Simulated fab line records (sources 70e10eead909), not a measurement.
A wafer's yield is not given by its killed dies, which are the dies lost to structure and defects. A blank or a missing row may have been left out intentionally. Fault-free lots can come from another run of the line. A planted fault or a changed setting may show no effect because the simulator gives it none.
Which of the tools did it?    flow nand-harc    15 lots, 45 wafers sampled, at 6 steps of a route of 1159

## WHAT THE GAUGES READ, wafer by wafer
NHARC_P_BONDPAD_THK_MEAS_33: measures by ellipsometry. Usual: thk-nm 199.9 nm, standard deviation 1.7.
lot   measured      on             thk-nm (nm)        flag
L774  day 6 15:15   film-metro-02  204.3 201.4 199.3  
L775  day 6 22:08   film-metro-02  204.1 201.7 200.1  
L776  day 7 02:04   film-metro-02  202.3 198.9 200.0  
L777  day 7 07:44   film-metro-02  200.8 198.7 200.1  
L778  day 7 10:53   film-metro-02  201.7 200.5 203.3  
L780  day 7 13:33   film-metro-01  201.6 200.0 200.3  
L779  day 7 13:49   film-metro-02  201.7 196.8 199.2  
L781  day 8 01:58   film-metro-01  200.1 202.9 198.9  
L783  day 8 18:41   film-metro-02  198.8 200.0 196.5  
L784  day 9 02:44   film-metro-01  201.9 201.7 200.2  
L788  day 9 15:22   film-metro-02  201.8 202.2 201.5  
L789  day 10 11:02  film-metro-01  198.5 198.2 198.2  
L791  day 10 17:59  film-metro-01  199.2 198.5 199.3  
L794  day 11 03:48  film-metro-02  202.7 200.7 200.8  
L796  day 12 00:45  film-metro-01  197.9 198.8 199.1  

NHARC_A_SOURCE_PLATE_INSPECT_08. Usual: raw-defect-count 62, standard deviation 24.
lot   measured      on                 raw-defect-count  flag
L774  day 7 19:46   defect-inspect-01  73 39 45          
L775  day 8 00:36   defect-inspect-02  92 54 68          
L776  day 8 04:11   defect-inspect-02  62 65 41          
L777  day 8 12:23   defect-inspect-01  108 63 59         
L778  day 8 12:23   defect-inspect-02  60 62 79          
L780  day 8 16:10   defect-inspect-02  90 151 83         
L779  day 8 16:10   defect-inspect-01  36 61 57          
L781  day 9 04:32   defect-inspect-01  74 72 53          
L783  day 9 21:37   defect-inspect-02  71 63 63          
L784  day 10 05:03  defect-inspect-01  47 30 29          
L788  day 10 17:53  defect-inspect-02  48 29 52          
L789  day 11 13:17  defect-inspect-01  41 36 65          
L791  day 11 21:37  defect-inspect-02  36 49 43          
L794  day 12 07:27  defect-inspect-01  38 49 36          
L796  day 13 00:17  defect-inspect-01  78 43 60          

NHARC_A_ONON_D1_THK_MEAS_08: measures by ellipsometry. Usual: thk-nm 998 nm, standard deviation 10.
lot   measured      on             thk-nm (nm)     flag
L774  day 7 21:31   film-metro-01  996 994 993     
L775  day 8 02:21   film-metro-01  1009 1008 1010  
L776  day 8 05:55   film-metro-02  994 995 996     
L777  day 8 14:05   film-metro-01  1010 1011 1011  
L778  day 8 14:07   film-metro-02  1008 1006 1006  
L780  day 8 17:53   film-metro-01  1011 1011 1012  
L779  day 8 17:53   film-metro-02  998 997 997     
L781  day 9 06:16   film-metro-01  996 996 995     
L783  day 9 23:21   film-metro-01  1000 998 1001   
L784  day 10 06:46  film-metro-02  993 991 993     
L788  day 10 19:36  film-metro-02  1005 1005 1004  
L789  day 11 14:59  film-metro-01  981 980 980     
L791  day 11 23:19  film-metro-02  1536 1536 1537  OFF
L794  day 12 09:10  film-metro-01  1533 1534 1534  OFF
L796  day 13 02:01  film-metro-02  1544 1543 1542  OFF

NHARC_END_SORT_01. Usual: killed-at-array 21, standard deviation 8.9; killed-at-other 0.8, standard deviation 1.3; killed-at-periphery 3.6, standard deviation 2.4; killed-dies 26, standard deviation 8.9; killed-open 3.1, standard deviation 1.8; killed-short 1.9, standard deviation 1.3.
lot   measured      on         killed-at-array  killed-at-other  killed-at-periphery  killed-dies  killed-open  killed-short  flag
L791  day 23 23:44  prober-02  673 672 676      2 0 0            2 5 1                677 677 677  6 6 2        3 2 3         OFF
L794  day 23 16:56  prober-01  674 675 677      0 0 0            3 2 0                677 677 677  5 5 2        2 3 2         OFF
L796  day 24 16:11  prober-02  673 672 673      0 0 0            4 5 4                677 677 677  3 6 4        4 1 3         OFF

## WHAT TOOL EACH LOT RAN ON (gives the tool, then ch and the chambers of the sampled wafers, and finally the start)
lot   NHARC_P_BONDPAD_ANNEAL_28         NHARC_A_ONON_D1_DEP_06
L774  rtp-anneal-01 ch 0, day 6 17:47   pecvd-onon-02 ch 0, day 7 21:04
L775  rtp-anneal-02 ch 0, day 7 00:31   pecvd-onon-02 ch 0, day 8 01:53
L776  rtp-anneal-02 ch 0, day 7 04:26   pecvd-onon-01 ch 0, day 8 05:27
L777  rtp-anneal-01 ch 0, day 7 10:14   pecvd-onon-02 ch 0, day 8 13:38
L778  rtp-anneal-01 ch 0, day 7 13:23   pecvd-onon-03 ch 0, day 8 13:40
L780  rtp-anneal-01 ch 0, day 7 16:04   pecvd-onon-01 ch 0, day 8 17:26
L779  rtp-anneal-02 ch 0, day 7 16:25   pecvd-onon-03 ch 0, day 8 17:29
L781  rtp-anneal-01 ch 0, day 8 04:24   pecvd-onon-02 ch 0, day 9 05:47
L783  rtp-anneal-01 ch 0, day 8 21:12   pecvd-onon-02 ch 0, day 9 22:50
L784  rtp-anneal-01 ch 0, day 9 05:17   pecvd-onon-03 ch 0, day 10 06:22
L788  rtp-anneal-02 ch 0, day 9 17:50   pecvd-onon-02 ch 0, day 10 19:08
L789  rtp-anneal-01 ch 0, day 10 13:32  pecvd-onon-01 ch 0, day 11 14:29
L791  rtp-anneal-02 ch 0, day 10 20:41  pecvd-onon-01 ch 0, day 11 22:52
L794  rtp-anneal-02 ch 0, day 11 06:23  pecvd-onon-01 ch 0, day 12 08:46
L796  rtp-anneal-02 ch 0, day 12 03:15  pecvd-onon-01 ch 0, day 13 01:37
- NHARC_P_BONDPAD_ANNEAL_28: time 90 s.
- NHARC_A_ONON_D1_DEP_06: target thk 1000 nm.

## AS READ BY THE TOOLS THEMSELVES (means over the sampled wafers that have a number; for cases with no such wafer, the mark the record gives instead)
NHARC_P_BONDPAD_ANNEAL_28. Usual: wafer_temp_C_max 225.96, standard deviation 0.29.
lot   tool           wafer_temp_C_max  flag
L774  rtp-anneal-01  226.02            
L775  rtp-anneal-02  225.68            
L776  rtp-anneal-02  225.82            
L777  rtp-anneal-01  225.94            
L778  rtp-anneal-01  226.22            
L780  rtp-anneal-01  226.33            
L779  rtp-anneal-02  225.71            
L781  rtp-anneal-01  226.08            
L783  rtp-anneal-01  226.18            
L784  rtp-anneal-01  225.86            
L788  rtp-anneal-02  225.89            
L789  rtp-anneal-01  226.02            
L791  rtp-anneal-02  225.83            
L794  rtp-anneal-02  225.81            
L796  rtp-anneal-02  225.85            

## THE ANSWER, worked out from the rows above alone
Rule: lot off if the mean of its wafers having a number is beyond 3 standard deviations from the usual mean. Also off: a lot with no number at a reading for which 4 or more lots have one. Where the step has rows for the other lots, those lots are counted as sound. Order of review: gauges by route order, followed by the tools' own readings, for which a lot's mean as printed above is used. At the first step where some lot is off, the reading lying furthest off is the one used; lots without a number count as furthest.
Off: L791, L794, L796, at NHARC_A_ONON_D1_THK_MEAS_08 (thk-nm).
If a tool, at a process step before that reading, ran all the lots that are off and no sound lot after the first of them, it fits. The gauges at NHARC_A_ONON_D1_THK_MEAS_08 aren't tried: what is off there is off at NHARC_END_SORT_01 too, on other tools, and a gauge's error can't cause that. 2 tools fit, rtp-anneal-02 at NHARC_P_BONDPAD_ANNEAL_28 and pecvd-onon-01 at NHARC_A_ONON_D1_DEP_06, so this cannot tell which one it is.

## WHAT HAD BEEN PUT IN BY THE SIMULATOR
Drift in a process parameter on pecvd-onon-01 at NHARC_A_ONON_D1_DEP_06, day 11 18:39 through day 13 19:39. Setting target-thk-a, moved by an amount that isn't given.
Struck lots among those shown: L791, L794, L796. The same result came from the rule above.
